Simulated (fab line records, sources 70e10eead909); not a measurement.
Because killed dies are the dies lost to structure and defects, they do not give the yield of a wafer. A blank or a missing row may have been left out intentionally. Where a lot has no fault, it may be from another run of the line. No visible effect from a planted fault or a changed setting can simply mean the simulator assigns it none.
fab line records	flow nand-harc
record lots=24	wafers=72	last-day=33
route steps=1302 shown A_DECK1_JOINT@539 A_ONON_D2@546 A_CHANNEL_HOLE_D2@593 A_CHANNEL_FILL_D2@616
lots that met no fault: from a run of the same line without faults
start-h: start of the lot's first displayed wafer, in hours after the record's first day	wait-h: hours elapsed since this lot's preceding step	" unchanged from the row above	L1.1+2: a single row standing in for several wafers	- value missing, or start not given	* or withheld: withheld	< > ~ a bound
route shown NAME@n: NAME is a module with steps in the file, n the number in the route of the first one	usual: average and standard deviation across the fault-free wafers	same: alike in all rows	chamber/n: place in a boat	sites: each site's reading	_std_site: how widely they spread, as a standard deviation	_edge_site: inner sites' mean taken away from outer sites' mean	radius-mm: for every site, how far away it sits from the centre of the wafer	mask NAME#n: copy n	behind: the most recent tool/chamber to have shaped the wafer	hold: reason for holding the lot/hours on hold/outcome of the hold	device: the transistor (n, p or np) that didn't switch	end of line: tests of these same wafers at the route's end	a step without rows: its recipe alone	killed: dies lost to structure and defects at the first sort, not the wafer's yield	map: dies across one wafer; x = killed, . = not, _ = none there
set.NAME: the setting that was run; set.NAME@STEP: the one run at that earlier step	model.NAME: the simulator's own value behind a step, which no gauge read
one table for each step of the route and one row for each wafer, over a sample of lots
services: when a tool's chamber went out of use (start-h, in hours from the record's first day, below 0 if earlier), for how many hours, and the reason
## steps
# step NHARC_A_DECK1_JOINT_CMP_02
# recipe material=SiOx
# usual motor-current-A=12.0/1.1
lot.wafer	tool	chamber	start-h	wait-h	motor-current-A
L074.3	cmp-03	3	268.78	0.4	11.0
L074.5	"	2	"	"	10.6
L074.6	"	3	"	"	10.8
L075.1	cmp-04	3	283.10	0.4	13.4
L075.2	"	0	"	"	11.9
L075.5	"	3	"	"	13.0
L076.3	cmp-03	3	293.41	0.4	10.3
L076.1	"	1	"	"	12.7
L076.6	"	3	"	"	10.7
L078.2	cmp-02	2	308.04	0.4	12.1
L078.4	"	1	"	"	12.9
L078.5	"	3	"	"	12.1
L077.1	cmp-03	3	308.06	0.4	10.5
L077.6	"	2	"	"	10.9
L077.5	"	3	"	"	11.0
L079.2	cmp-03	1	315.81	0.4	13.9
L079.3	"	2	"	"	10.6
L079.5	"	1	"	"	12.8
L080.4	cmp-02	2	330.90	0.4	12.2
L080.5	"	3	"	"	12.8
L080.6	"	0	"	"	11.6
L081.1	cmp-02	2	352.05	0.4	11.5
L081.2	"	3	"	"	12.5
L081.3	"	0	"	"	11.9
L082.4	cmp-04	2	352.07	0.4	10.9
L082.5	"	1	"	"	12.0
L082.6	"	2	"	"	11.4
L084.3	cmp-02	2	369.86	0.4	12.1
L084.2	"	0	"	"	11.5
L084.6	"	2	"	"	11.9
L083.3	cmp-03	1	372.97	0.4	13.5
L083.6	"	2	"	"	10.7
L083.5	"	3	"	"	10.9
L085.1	cmp-04	0	383.01	0.4	11.4
L085.4	"	1	"	"	11.6
L085.6	"	0	"	"	11.8
L086.1	cmp-03	0	389.82	0.4	13.1
L086.2	"	1	"	"	14.0
L086.6	"	3	"	"	10.6
L088.2	cmp-02	1	416.14	0.4	13.6
L088.4	"	2	"	"	12.3
L088.1	"	0	"	"	11.9
L087.4	cmp-03	3	416.14	0.4	10.1
L087.1	"	1	"	"	13.1
L087.3	"	2	"	"	11.0
L089.3	cmp-03	0	430.59	0.4	13.2
L089.2	"	1	"	"	13.5
L089.6	"	0	"	"	13.7
L090.3	cmp-04	1	433.36	0.4	11.4
L090.5	"	1	"	"	11.5
L090.6	"	2	"	"	11.0
L091.1	cmp-03	1	433.36	0.4	13.5
L091.4	"	3	"	"	10.8
L091.6	"	2	"	"	11.2
L092.3	cmp-04	0	450.96	0.4	10.9
L092.2	"	1	"	"	11.2
L092.5	"	0	"	"	11.2
L093.4	cmp-03	0	460.91	0.4	13.8
L093.1	"	2	"	"	10.9
L093.5	"	1	"	"	13.0
L094.3	cmp-02	2	466.99	0.4	11.4
L094.1	"	1	"	"	12.8
L094.5	"	3	"	"	12.6
L096.1	cmp-03	2	485.81	0.4	11.2
L096.4	"	1	"	"	13.6
L096.5	"	2	"	"	10.7
L095.2	cmp-02	1	485.83	0.4	13.6
L095.4	"	3	"	"	12.6
L095.5	"	1	"	"	12.9
L097.3	cmp-03	0	510.55	0.4	13.6
L097.2	"	1	"	"	13.3
L097.6	"	2	"	"	10.4
# step NHARC_A_ONON_D2_THK_MEAS_02
# recipe thk-meas-gauge=ellipsometry
# usual thk-nm=1001/8.7
lot.wafer	tool	chamber	start-h	wait-h	thk-nm
L074.3	film-metro-01	-	270.04	-	1001
L074.5	"	-	"	"	1002
L074.6	"	-	"	"	1001
L075.1	film-metro-01	-	284.39	-	1013
L075.2	"	-	"	"	1011
L075.5	"	-	"	"	1011
L076.1	film-metro-02	-	294.67	-	976
L076.3	"	-	"	"	977
L076.6	"	-	"	"	978
L077.1	film-metro-02	-	309.32	-	990
L077.5	"	-	"	"	991
L077.6	"	-	"	"	990
L078.2	film-metro-02	-	309.34	-	1000
L078.4	"	-	"	"	998
L078.5	"	-	"	"	1001
L079.2	film-metro-01	-	317.09	-	1008
L079.3	"	-	"	"	1009
L079.5	"	-	"	"	1009
L080.4	film-metro-02	-	332.11	-	1003
L080.5	"	-	"	"	1003
L080.6	"	-	"	"	1002
L081.1	film-metro-01	-	353.32	-	999
L081.2	"	-	"	"	1003
L081.3	"	-	"	"	1001
L082.4	film-metro-01	-	353.33	-	987
L082.5	"	-	"	"	988
L082.6	"	-	"	"	989
L084.2	film-metro-01	-	371.15	-	1003
L084.3	"	-	"	"	1004
L084.6	"	-	"	"	1004
L083.3	film-metro-01	-	374.20	-	1003
L083.5	"	-	"	"	1002
L083.6	"	-	"	"	1002
L085.1	film-metro-01	-	384.26	-	1016
L085.4	"	-	"	"	1016
L085.6	"	-	"	"	1014
L086.1	film-metro-01	-	391.05	-	998
L086.2	"	-	"	"	995
L086.6	"	-	"	"	995
L088.1	film-metro-01	-	417.41	-	997
L088.2	"	-	"	"	998
L088.4	"	-	"	"	998
L087.1	film-metro-02	-	417.42	-	996
L087.3	"	-	"	"	998
L087.4	"	-	"	"	996
L089.2	film-metro-02	-	431.87	-	1002
L089.3	"	-	"	"	1000
L089.6	"	-	"	"	1000
L090.3	film-metro-02	-	434.64	-	1005
L090.5	"	-	"	"	1007
L090.6	"	-	"	"	1007
L091.1	film-metro-01	-	434.67	-	992
L091.4	"	-	"	"	992
L091.6	"	-	"	"	989
L092.2	film-metro-01	-	452.25	-	1013
L092.3	"	-	"	"	1012
L092.5	"	-	"	"	1013
L093.1	film-metro-02	-	462.19	-	994
L093.4	"	-	"	"	996
L093.5	"	-	"	"	995
L094.1	film-metro-02	-	468.27	-	1013
L094.3	"	-	"	"	1011
L094.5	"	-	"	"	1013
L096.1	film-metro-01	-	487.09	-	1002
L096.4	"	-	"	"	1006
L096.5	"	-	"	"	1002
L095.2	film-metro-02	-	487.10	-	1005
L095.4	"	-	"	"	1003
L095.5	"	-	"	"	1003
L097.2	film-metro-01	-	511.78	-	1000
L097.3	"	-	"	"	999
L097.6	"	-	"	"	1000
# step NHARC_A_ONON_D2_DEP_33
# recipe target-thk-a=2000	temp-c=400	pressure-torr=6.5	rf-w=900	teos-flow-sccm=161.4	flow-sccm=2650	target-thk-nm=200	gas=O2	material=SiO2
# usual flow-sccm=2651/8.6	heater-power-outer-w=317/82	heater-power-w=567/110	throttle-valve-pct=15.8/0.42
lot.wafer	tool	chamber	start-h	wait-h	flow-sccm	heater-power-outer-w	heater-power-w	throttle-valve-pct
L074.3	pecvd-03	0	282.36	0.1	2656	362	666	15.2
L074.5	"	1	"	"	2649	231	505	15.5
L074.6	"	2	"	"	2653	147	326	15.8
L075.2	pecvd-01	1	296.46	0.1	2657	318	583	16.1
L075.1	"	2	"	"	2658	244	459	15.8
L075.5	"	0	"	"	2644	209	412	15.8
L076.1	pecvd-02	2	306.61	0.1	2645	375	624	16.5
L076.3	"	1	"	"	2632	439	718	15.3
L076.6	"	2	"	"	2646	378	634	16.4
L078.2	pecvd-01	1	324.40	0.1	2641	286	554	15.9
L078.4	"	2	"	"	2651	261	471	16.6
L078.5	"	1	"	"	2648	297	550	15.8
L077.1	pecvd-02	2	324.42	0.1	2653	395	682	16.3
L077.6	"	0	"	"	2646	378	639	15.8
L077.5	"	1	"	"	2650	379	636	15.2
L079.3	pecvd-01	0	329.45	0.1	2652	197	387	15.6
L079.2	"	2	"	"	2646	292	510	16.3
L079.5	"	1	"	"	2665	344	623	15.8
L080.4	pecvd-02	1	344.22	0.2	2659	396	646	15.3
L080.5	"	2	"	"	2640	420	681	16.4
L080.6	"	0	"	"	2649	281	520	15.4
L081.2	pecvd-03	1	366.10	0.1	2635	279	571	15.7
L081.3	"	2	"	"	2656	193	400	15.8
L081.1	"	0	"	"	2647	337	634	15.8
L082.5	pecvd-01	1	366.22	0.2	2656	344	633	15.9
L082.6	"	2	"	"	2650	260	469	16.2
L082.4	"	0	"	"	2662	231	445	16.1
L084.3	pecvd-03	1	383.50	0.1	2651	354	653	15.4
L084.2	"	0	"	"	2650	293	551	15.5
L084.6	"	0	"	"	2657	304	570	15.5
L083.3	pecvd-02	1	383.58	0.1	2645	420	673	15.3
L083.6	"	2	"	"	2653	383	650	16.5
L083.5	"	0	"	"	2651	396	653	15.8
L085.1	pecvd-01	2	396.70	0.1	2653	285	504	16.6
L085.6	"	0	"	"	2668	203	407	15.7
L085.4	"	2	"	"	2651	185	374	16.6
L086.2	pecvd-01	2	403.46	0.1	2649	226	426	16.2
L086.1	"	0	"	"	2647	219	425	16.1
L086.6	"	1	"	"	2646	334	601	16.0
L088.1	pecvd-02	2	429.73	0.1	2646	400	652	16.6
L088.2	"	0	"	"	2654	369	620	15.7
L088.4	"	0	"	"	2655	382	634	15.6
L087.1	pecvd-03	1	429.74	0.1	2661	337	635	15.1
L087.3	"	2	"	"	2651	207	428	15.2
L087.4	"	1	"	"	2656	340	632	15.5
L089.3	pecvd-01	1	444.18	0.1	2652	245	491	16.2
L089.2	"	0	"	"	2653	216	423	16.2
L089.6	"	2	"	"	2650	276	507	16.3
L090.3	pecvd-03	2	444.21	0.1	2656	181	377	15.4
L090.6	"	2	"	"	2646	190	389	15.2
L090.5	"	0	"	"	2645	405	675	15.6
L091.1	pecvd-02	0	444.26	0.1	2661	385	672	15.6
L091.4	"	2	"	"	2644	395	672	16.2
L091.6	"	1	"	"	2651	340	578	15.2
L092.3	pecvd-02	1	466.14	0.1	2656	426	688	15.4
L092.2	"	2	"	"	2649	380	660	16.3
L092.5	"	0	"	"	2670	356	618	15.6
L093.1	pecvd-01	0	474.43	0.1	2650	253	467	16.2
L093.4	"	0	"	"	2660	267	479	16.0
L093.5	"	1	"	"	2643	322	578	16.0
L094.1	pecvd-02	2	482.55	0.1	2649	363	640	16.5
L094.3	"	0	"	"	2651	400	671	15.9
L094.5	"	2	"	"	2652	364	656	16.5
L096.1	pecvd-02	2	499.43	0.1	2651	382	687	16.5
L096.4	"	2	"	"	2641	396	685	16.5
L096.5	"	0	"	"	2655	406	668	16.1
L095.2	pecvd-03	0	499.53	0.2	2639	376	642	15.6
L095.5	"	0	"	"	2660	380	660	15.8
L095.4	"	1	"	"	2641	316	608	15.7
L097.3	pecvd-03	1	524.14	0.1	2645	321	627	15.5
L097.2	"	2	"	"	2652	182	381	15.5
L097.6	"	1	"	"	2643	328	623	15.6
# step NHARC_A_CHANNEL_HOLE_D2_ETCH_21
# recipe bias-v=3000	source-w=withheld	pressure-mtorr=20	time-s=514.3	ar-flow-sccm=375	c4f8-flow-sccm=89.3	o2-flow-sccm=35.7	temp-c=-20	target-depth-a=16000	chemistry=C4F8/O2/Ar
# usual chamber-pressure-mTorr=19.999/0.018	drypump-motor-current-A=5.43/0.18	showerhead-plenum-p-Torr=3.66/0.1	throttle-valve-pct=32.156/0.0092
lot.wafer	tool	chamber	start-h	wait-h	chamber-pressure-mTorr	drypump-motor-current-A	rf-hours-counter-h	showerhead-plenum-p-Torr	throttle-valve-pct
L074.3	har-etch-02	0	287.86	0.3	20.003	5.25	-	3.57	32.153
L074.5	"	0	"	"	20.011	5.24	-	3.57	32.158
L074.6	"	1	"	"	20.014	5.26	-	3.74	32.160
L075.1	har-etch-02	0	301.27	0.3	19.990	5.28	370	3.57	32.166
L075.2	"	1	"	"	20.021	5.28	355	3.73	32.156
L075.5	"	1	"	"	19.965	5.26	-	3.73	32.150
L076.1	har-etch-02	0	313.13	0.3	20.013	5.26	374	3.56	32.172
L076.3	"	0	"	"	19.984	5.34	-	3.56	32.152
L076.6	"	0	"	"	19.982	5.25	-	3.56	32.160
L078.2	har-etch-02	1	331.82	0.3	20.003	5.26	370	3.73	32.167
L078.4	"	1	"	"	19.998	5.26	-	3.73	32.149
L078.5	"	1	"	"	19.984	5.26	-	3.73	32.159
L077.1	har-etch-01	0	332.68	0.3	20.019	5.73	172	3.69	32.150
L077.6	"	1	"	"	20.013	5.43	-	3.60	32.149
L077.5	"	0	"	"	19.987	5.71	-	3.69	32.158
L079.2	har-etch-01	1	336.78	0.3	19.965	5.39	176	3.60	32.135
L079.3	"	0	"	"	20.017	5.71	-	3.69	32.156
L079.5	"	0	"	"	19.989	5.69	-	3.69	32.168
L080.4	har-etch-02	0	352.89	0.3	20.025	5.28	-	3.55	32.156
L080.5	"	1	"	"	19.991	5.26	-	3.72	32.168
L080.6	"	0	"	"	20.003	5.31	-	3.55	32.165
L081.2	har-etch-01	1	375.63	0.3	19.991	5.40	195	3.59	32.175
L081.1	"	0	"	"	20.006	5.72	195	3.68	32.166
L081.3	"	1	"	"	20.005	5.43	-	3.59	32.154
L082.4	har-etch-02	0	376.02	0.3	20.015	5.26	-	3.54	32.156
L082.5	"	1	"	"	19.994	5.26	-	3.71	32.143
L082.6	"	0	"	"	20.025	5.24	-	3.54	32.151
L083.3	har-etch-01	0	394.66	0.3	19.980	5.71	-	3.67	32.152
L083.6	"	1	"	"	19.976	5.39	-	3.59	32.164
L083.5	"	0	"	"	19.999	5.72	-	3.67	32.156
L084.2	har-etch-01	0	398.59	0.3	20.027	5.70	211	3.67	32.161
L084.3	"	0	"	"	19.987	5.72	-	3.67	32.152
L084.6	"	1	"	"	20.007	5.44	-	3.58	32.154
L085.1	har-etch-02	1	404.96	0.3	20.030	5.26	8	3.70	32.164
L085.4	"	1	"	"	20.006	5.27	-	3.70	32.168
L085.6	"	0	"	"	19.999	5.31	-	3.93	32.163
L086.1	har-etch-01	1	410.75	0.3	19.979	5.40	222	3.58	32.154
L086.2	"	0	"	"	19.996	5.71	222	3.66	32.154
L086.6	"	1	"	"	20.006	5.42	-	3.58	32.164
L088.2	har-etch-01	0	436.33	0.3	20.004	5.71	230	3.66	32.158
L088.1	"	1	"	"	19.975	5.42	230	3.57	32.147
L088.4	"	0	"	"	20.002	5.69	-	3.66	32.147
L087.1	har-etch-02	0	437.90	0.3	19.975	5.28	27	3.92	32.158
L087.4	"	0	"	"	20.017	5.24	-	3.92	32.160
L087.3	"	1	"	"	20.001	5.29	-	3.69	32.157
L089.2	har-etch-01	1	449.69	0.3	19.991	5.42	241	3.57	32.146
L089.3	"	0	"	"	19.984	5.71	-	3.65	32.164
L089.6	"	1	"	"	19.999	5.43	-	3.57	32.157
L091.1	har-etch-02	0	450.77	0.3	19.993	5.28	38	3.91	32.152
L091.4	"	1	"	"	20.004	5.27	-	3.69	32.163
L091.6	"	0	"	"	19.986	5.25	-	3.91	32.153
L090.3	har-etch-01	1	454.01	0.3	20.009	5.40	-	3.56	32.161
L090.5	"	1	"	"	19.965	5.41	-	3.56	32.162
L090.6	"	0	"	"	20.006	5.71	-	3.65	32.144
L092.2	har-etch-01	1	471.17	0.3	20.008	5.39	257	3.56	32.158
L092.3	"	0	"	"	20.011	5.68	-	3.64	32.160
L092.5	"	1	"	"	20.014	5.43	-	3.56	32.164
L093.1	har-etch-02	1	479.91	0.3	19.992	5.28	54	3.68	32.162
L093.4	"	0	"	"	20.013	5.26	-	3.90	32.157
L093.5	"	1	"	"	19.995	5.27	-	3.68	32.146
L094.1	har-etch-01	0	491.11	0.3	20.005	5.72	264	3.64	32.164
L094.3	"	0	"	"	19.985	5.72	-	3.64	32.156
L094.5	"	1	"	"	19.958	5.40	-	3.55	32.156
L096.1	har-etch-01	1	504.55	0.3	19.992	5.41	272	3.55	32.151
L096.4	"	1	"	"	20.008	5.41	-	3.55	32.156
L096.5	"	0	"	"	19.984	5.68	-	3.63	32.151
L095.2	har-etch-02	0	505.47	0.3	20.048	5.23	69	3.89	32.160
L095.4	"	1	"	"	19.989	5.27	-	3.67	32.169
L095.5	"	1	"	"	19.976	5.28	-	3.67	32.159
L097.2	har-etch-01	1	529.62	0.3	20.014	5.40	287	3.54	32.141
L097.3	"	0	"	"	19.976	5.68	-	3.63	32.163
L097.6	"	1	"	"	19.990	5.40	-	3.54	32.163
# step NHARC_A_CHANNEL_HOLE_D2_ETCH_24
# recipe bias-v=5000	source-w=withheld	pressure-mtorr=20	time-s=906.2	ar-flow-sccm=375	c4f8-flow-sccm=93.8	o2-flow-sccm=31.2	temp-c=-20	target-depth-a=15000	chemistry=C4F8/O2/Ar
# usual chamber-pressure-mTorr=20.001/0.021	drypump-motor-current-A=5.42/0.18	showerhead-plenum-p-Torr=3.65/0.1	throttle-valve-pct=32.235/0.0096
lot.wafer	tool	chamber	start-h	wait-h	chamber-pressure-mTorr	drypump-motor-current-A	rf-hours-counter-h	showerhead-plenum-p-Torr	throttle-valve-pct
L074.3	har-etch-02	0	289.66	0.6	19.967	5.28	-	3.56	32.228
L074.5	"	0	"	"	19.979	5.29	-	3.56	32.245
L074.6	"	1	"	"	19.972	5.28	-	3.73	32.236
L075.1	har-etch-02	0	302.97	0.6	20.005	5.28	372	3.56	32.242
L075.2	"	1	"	"	20.043	5.26	356	3.73	32.236
L075.5	"	1	"	"	20.017	5.26	-	3.73	32.244
L076.1	har-etch-02	0	314.90	0.6	20.010	5.24	376	3.56	32.250
L076.3	"	0	"	"	19.996	5.24	-	3.56	32.226
L076.6	"	0	"	"	19.972	5.25	-	3.56	32.234
L078.2	har-etch-02	1	333.56	0.6	19.979	5.27	372	3.72	32.237
L078.4	"	1	"	"	19.979	5.25	-	3.72	32.236
L078.5	"	1	"	"	19.977	5.26	-	3.72	32.240
L077.1	har-etch-01	0	334.43	0.6	20.015	5.69	174	3.68	32.228
L077.6	"	1	"	"	20.021	5.40	-	3.60	32.260
L077.5	"	0	"	"	20.015	5.70	-	3.68	32.234
L079.2	har-etch-01	1	338.47	0.6	19.989	5.40	178	3.60	32.231
L079.3	"	0	"	"	19.999	5.69	-	3.68	32.241
L079.5	"	0	"	"	19.995	5.74	-	3.68	32.227
L080.4	har-etch-02	0	354.75	0.6	20.014	5.30	-	3.54	32.246
L080.5	"	1	"	"	20.024	5.29	-	3.71	32.243
L080.6	"	0	"	"	20.011	5.27	-	3.54	32.219
L081.2	har-etch-01	1	377.33	0.6	20.010	5.43	197	3.59	32.241
L081.1	"	0	"	"	20.025	5.69	197	3.67	32.226
L081.3	"	1	"	"	20.010	5.42	-	3.59	32.245
L082.4	har-etch-02	0	377.88	0.6	19.997	5.28	-	3.54	32.237
L082.5	"	1	"	"	20.022	5.27	-	3.70	32.252
L082.6	"	0	"	"	19.991	5.25	-	3.54	32.226
L083.3	har-etch-01	0	396.52	0.6	20.008	5.70	-	3.66	32.244
L083.6	"	1	"	"	19.992	5.40	-	3.58	32.244
L083.5	"	0	"	"	20.025	5.69	-	3.66	32.223
L084.2	har-etch-01	0	400.31	0.6	19.978	5.70	212	3.66	32.235
L084.3	"	0	"	"	20.037	5.69	-	3.66	32.227
L084.6	"	1	"	"	20.004	5.40	-	3.58	32.236
L085.1	har-etch-02	1	406.66	0.6	20.030	5.26	10	3.70	32.250
L085.4	"	1	"	"	20.016	5.26	-	3.70	32.238
L085.6	"	0	"	"	20.038	5.26	-	3.92	32.232
L086.1	har-etch-01	1	412.46	0.6	20.031	5.39	224	3.57	32.239
L086.2	"	0	"	"	20.020	5.71	224	3.66	32.241
L086.6	"	1	"	"	19.998	5.40	-	3.57	32.238
L088.2	har-etch-01	0	438.03	0.6	20.002	5.69	232	3.65	32.224
L088.1	"	1	"	"	19.996	5.41	232	3.57	32.239
L088.4	"	0	"	"	20.014	5.72	-	3.65	32.232
L087.1	har-etch-02	0	439.61	0.6	19.985	5.26	28	3.91	32.243
L087.4	"	0	"	"	19.984	5.24	-	3.91	32.240
L087.3	"	1	"	"	20.005	5.28	-	3.69	32.227
L089.2	har-etch-01	1	451.41	0.6	20.000	5.39	243	3.56	32.236
L089.3	"	0	"	"	19.991	5.72	-	3.65	32.236
L089.6	"	1	"	"	20.021	5.39	-	3.56	32.230
L091.1	har-etch-02	0	452.47	0.6	20.002	5.27	40	3.91	32.229
L091.4	"	1	"	"	19.975	5.26	-	3.68	32.234
L091.6	"	0	"	"	19.958	5.31	-	3.91	32.210
L090.3	har-etch-01	1	455.80	0.6	20.024	5.42	-	3.56	32.222
L090.5	"	1	"	"	20.003	5.41	-	3.56	32.221
L090.6	"	0	"	"	20.017	5.71	-	3.64	32.248
L092.2	har-etch-01	1	472.87	0.6	19.993	5.40	258	3.55	32.230
L092.3	"	0	"	"	19.968	5.70	-	3.64	32.235
L092.5	"	1	"	"	20.012	5.44	-	3.55	32.226
L093.1	har-etch-02	1	481.68	0.6	20.005	5.27	55	3.67	32.231
L093.4	"	0	"	"	20.014	5.30	-	3.90	32.228
L093.5	"	1	"	"	19.988	5.28	-	3.67	32.241
L094.1	har-etch-01	0	492.86	0.6	20.005	5.72	266	3.63	32.242
L094.3	"	0	"	"	19.992	5.71	-	3.63	32.234
L094.5	"	1	"	"	19.978	5.41	-	3.55	32.228
L096.1	har-etch-01	1	506.31	0.6	19.987	5.41	274	3.55	32.238
L096.4	"	1	"	"	20.013	5.39	-	3.54	32.247
L096.5	"	0	"	"	20.015	5.70	-	3.63	32.238
L095.2	har-etch-02	0	507.22	0.6	20.001	5.26	70	3.89	32.238
L095.4	"	1	"	"	20.028	5.26	-	3.67	32.235
L095.5	"	1	"	"	20.001	5.25	-	3.67	32.233
L097.2	har-etch-01	1	531.31	0.6	19.975	5.45	289	3.54	32.256
L097.3	"	0	"	"	19.965	5.70	-	3.62	32.252
L097.6	"	1	"	"	19.989	5.44	-	3.54	32.240
# step NHARC_A_CHANNEL_FILL_D2_ALD_16
# recipe target-thk-a=15	pulse-time-s=10	ald-cycles=15	temp-c=300	material=SiO2
# usual heater-power-outer-w=255/20	heater-power-w=444/38	precursor-pulse-height-rel=1.002/0.019
lot.wafer	tool	chamber	start-h	wait-h	heater-power-outer-w	heater-power-w	precursor-pulse-height-rel
L074.3	ald-hk-02	0	306.22	0.2	282	499	1.010
L074.5	"	3	"	"	283	508	0.999
L074.6	"	0	"	"	284	511	1.002
L075.2	ald-hk-01	2	318.95	0.1	249	422	0.998
L075.1	"	3	"	"	245	424	0.999
L075.5	"	1	"	"	208	391	1.026
L076.3	ald-hk-01	2	330.76	0.1	251	425	0.982
L076.1	"	3	"	"	257	422	1.034
L076.6	"	1	"	"	212	391	0.960
L077.1	ald-hk-04	2	349.97	0.1	277	482	1.014
L077.5	"	0	"	"	270	472	0.996
L077.6	"	1	"	"	246	421	0.991
L078.2	ald-hk-04	1	350.08	0.2	246	433	0.986
L078.4	"	0	"	"	272	491	0.985
L078.5	"	1	"	"	249	416	1.006
L079.2	ald-hk-04	1	354.55	0.1	257	415	1.001
L079.3	"	2	"	"	280	479	0.991
L079.5	"	0	"	"	268	484	1.013
L080.4	ald-hk-04	0	370.33	0.0	277	468	1.024
L080.6	"	0	"	"	275	473	1.010
L080.5	"	1	"	"	253	426	0.990
L082.4	ald-hk-01	1	393.38	0.1	218	389	0.991
L082.5	"	0	"	"	253	451	1.005
L082.6	"	1	"	"	217	398	0.985
L081.2	ald-hk-01	2	393.51	0.2	251	412	1.000
L081.3	"	3	"	"	251	425	1.036
L081.1	"	0	"	"	252	451	1.021
L083.3	ald-hk-01	0	412.15	0.1	254	445	0.983
L083.6	"	2	"	"	257	425	0.996
L083.5	"	3	"	"	255	422	0.964
L084.3	ald-hk-02	3	416.21	0.1	265	499	1.017
L084.2	"	1	"	"	272	490	0.986
L084.6	"	3	"	"	262	488	0.990
L085.1	ald-hk-04	3	422.62	0.1	233	403	1.017
L085.4	"	0	"	"	268	484	1.000
L085.6	"	3	"	"	239	406	1.015
L086.2	ald-hk-01	3	428.50	0.1	250	414	1.019
L086.1	"	1	"	"	220	393	0.993
L086.6	"	3	"	"	250	414	0.993
L088.4	ald-hk-01	2	453.98	0.0	258	423	0.987
L088.2	"	3	"	"	257	424	0.988
L088.1	"	0	"	"	254	460	0.995
L087.1	ald-hk-04	1	453.98	0.0	255	424	0.993
L087.3	"	3	"	"	237	412	1.028
L087.4	"	0	"	"	283	495	1.014
L091.1	ald-hk-02	0	467.44	0.0	288	529	0.963
L091.4	"	2	"	"	246	421	1.013
L091.6	"	1	"	"	263	509	1.014
L089.3	ald-hk-04	0	467.50	0.1	276	486	1.008
L089.2	"	1	"	"	259	429	0.998
L089.6	"	3	"	"	235	409	1.022
L090.3	ald-hk-01	2	471.58	0.0	241	421	1.052
L090.6	"	2	"	"	252	421	1.030
L090.5	"	3	"	"	247	418	0.999
L092.2	ald-hk-04	3	489.47	0.0	237	406	0.992
L092.3	"	2	"	"	290	470	1.003
L092.5	"	3	"	"	245	395	0.990
L093.1	ald-hk-04	1	499.13	0.0	260	430	0.973
L093.4	"	0	"	"	288	490	1.000
L093.5	"	1	"	"	260	426	0.997
L094.3	ald-hk-02	3	509.24	0.1	268	493	0.996
L094.1	"	1	"	"	270	502	1.015
L094.5	"	3	"	"	268	483	0.995
L095.4	ald-hk-02	2	522.13	0.0	245	422	1.000
L095.2	"	0	"	"	285	519	0.989
L095.5	"	3	"	"	262	488	0.968
L096.1	ald-hk-01	0	522.13	0.0	253	454	1.010
L096.4	"	3	"	"	261	418	0.958
L096.5	"	1	"	"	218	398	0.977
L097.2	ald-hk-01	0	547.63	0.1	254	442	0.985
L097.3	"	1	"	"	220	409	0.990
L097.6	"	3	"	"	256	419	0.998
## services
tool	chamber	start-h	hours	kind
ald-hk-04	-	255.47	10.0	pm
pecvd-03	0	257.57	3.5	repair
cmp-03	-	260.00	4.0	pm
cmp-02	-	276.75	0.6	repair
ald-hk-01	-	300.83	10.0	pm
pecvd-01	-	311.00	13.0	pm
cmp-02	-	327.19	2.7	repair
cmp-02	-	332.20	4.0	pm
cmp-03	-	340.23	1.1	repair
pecvd-03	1	344.84	7.1	repair
cmp-03	-	352.19	0.8	repair
pecvd-02	-	354.37	0.7	repair
cmp-03	-	358.00	4.0	pm
pecvd-03	-	366.96	13.0	pm
har-etch-02	-	379.55	17.0	pm
cmp-02	-	385.47	0.8	repair
pecvd-01	1	390.05	5.0	repair
pecvd-02	-	408.38	13.0	pm
pecvd-01	0	420.21	6.8	repair
ald-hk-04	-	433.47	10.0	pm
cmp-03	-	456.00	4.0	pm
cmp-03	-	478.51	1.1	repair
pecvd-01	-	492.00	13.0	pm
har-etch-02	-	540.37	7.6	repair
## key
fault none
